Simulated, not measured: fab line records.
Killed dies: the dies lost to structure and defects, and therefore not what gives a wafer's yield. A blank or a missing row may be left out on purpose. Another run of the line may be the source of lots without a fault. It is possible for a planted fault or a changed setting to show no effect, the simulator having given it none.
Matching of chambers / flow nand_harc / NHARC_P_GATE_STRIP_108 on rie_diel-06 has 4 sister chambers
The step strips in O2. 4 wafers are shown with their chamber, then 7 later ones without.

== WAFERS, EACH WITH ITS CHAMBER ==
wafer=L589.3; chamber=0; showerhead_plenum_p_Torr (Torr)=3.40
wafer=L598.2; chamber=3; showerhead_plenum_p_Torr (Torr)=3.30
wafer=L600.1; chamber=2; showerhead_plenum_p_Torr (Torr)=3.71
wafer=L600.3; chamber=1; showerhead_plenum_p_Torr (Torr)=3.54

== WAFERS MISSING THEIR CHAMBER ==
wafer=L600.5; showerhead_plenum_p_Torr (Torr)=3.54
wafer=L599.2; showerhead_plenum_p_Torr (Torr)=3.30
wafer=L599.3; showerhead_plenum_p_Torr (Torr)=3.71
wafer=L599.5; showerhead_plenum_p_Torr (Torr)=3.30
wafer=L603.2; showerhead_plenum_p_Torr (Torr)=3.39
wafer=L603.4; showerhead_plenum_p_Torr (Torr)=3.71
wafer=L603.5; showerhead_plenum_p_Torr (Torr)=3.53

== CHAMBER TAKEN BY EACH ==
wafer=L600.5; from the rows above=1; in truth=1
wafer=L599.2; from the rows above=3; in truth=3
wafer=L599.3; from the rows above=2; in truth=2
wafer=L599.5; from the rows above=3; in truth=3
wafer=L603.2; from the rows above=0; in truth=0
wafer=L603.4; from the rows above=2; in truth=2
wafer=L603.5; from the rows above=1; in truth=1
7 of 7 placed correctly. From these rows, 0 cannot be placed. Number placed wrongly: 0.
How it was worked out, from the rows above alone: a wafer's distance from a chamber is the root of the sum, over the readings, of the square of ((its reading less the chamber's mean) divided by the reading's scatter). If the next closest chamber is less than 2 further off than the closest, the wafer can't be placed; otherwise it belongs to the closest. For every chamber, the mean is computed from those of its wafers that are shown. The scatter: root of mean squared gap, hidden wafer to nearest shown wafer, with one shown wafer a chamber.
